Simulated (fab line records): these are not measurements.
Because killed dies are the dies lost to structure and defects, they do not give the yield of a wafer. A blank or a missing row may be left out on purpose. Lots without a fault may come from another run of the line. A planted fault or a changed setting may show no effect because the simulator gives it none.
Check of tool commonality	flow nand_harc	Sampled: 3 lots, 3 wafers

== WHY IT WAS OPENED ==
At NHARC_END_SORT_01 the reading killed_at_periphery is flagged on 3 of 3 lots. Wafers without a fault read 3.4, standard deviation 2.4.
Rule: a lot is flagged when every wafer of it that has a number lies more than 4 standard deviations from that mean, or none has a number. The rest of the lots are taken to be sound.

lot	measured	on	killed_at_periphery, wafer by wafer	flag
L621	day 28 07:05	prober-01	75	FLAGGED
L620	day 29 13:47	prober-02	65	FLAGGED
L622	day 30 05:10	prober-01	72	FLAGGED
The mean of the flagged lots' numbers is 70.7, +67.3 from the usual (+28 standard deviations).

== TOOL THAT RAN EACH LOT ==
The record holds 1 process step before the reading, out of a route of 1302 steps. Every cell lists first the tool, next ch and the chambers used by the sampled wafers, and last the start.
lot	flag	NHARC_P_STI_HDPCVD_20
L621	FLAGGED	hdpcvd-01 ch 1, day 6 12:56
L620	FLAGGED	hdpcvd-01 ch 1, day 6 03:50
L622	FLAGGED	hdpcvd-01 ch 1, day 7 00:56
These steps, and what they do:
- NHARC_P_STI_HDPCVD_20: deposits SiO2.
- NHARC_END_SORT_01

== FLAGGED AGAINST TOTAL, ONE TOOL AT A TIME (gauges that did the reading follow at the end) ==
step	tool	lots run	flagged	share of the flagged lots	sound lots run after its first flagged lot
NHARC_P_STI_HDPCVD_20	hdpcvd-01	3	3	all	0
NHARC_END_SORT_01	prober-01	2	2	some	0
NHARC_END_SORT_01	prober-02	1	1	some	0

== WHAT THE TABLE PERMITS ==
Rows of the table that ran each flagged lot: 1, that is hdpcvd-01 at NHARC_P_STI_HDPCVD_20.
- hdpcvd-01 at NHARC_P_STI_HDPCVD_20 ran 3 lots, 3 of them flagged. In this sample it ran no sound lot ahead of its first flagged lot, so there is no way to narrow down the start.
One tool is left: hdpcvd-01 at NHARC_P_STI_HDPCVD_20.

== WHAT HAD BEEN PUT IN BY THE SIMULATOR ==
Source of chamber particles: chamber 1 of hdpcvd-01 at NHARC_P_STI_HDPCVD_20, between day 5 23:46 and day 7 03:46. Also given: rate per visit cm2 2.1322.
Lots struck among those shown: L621, L620, L622. Same finding as the rule above.
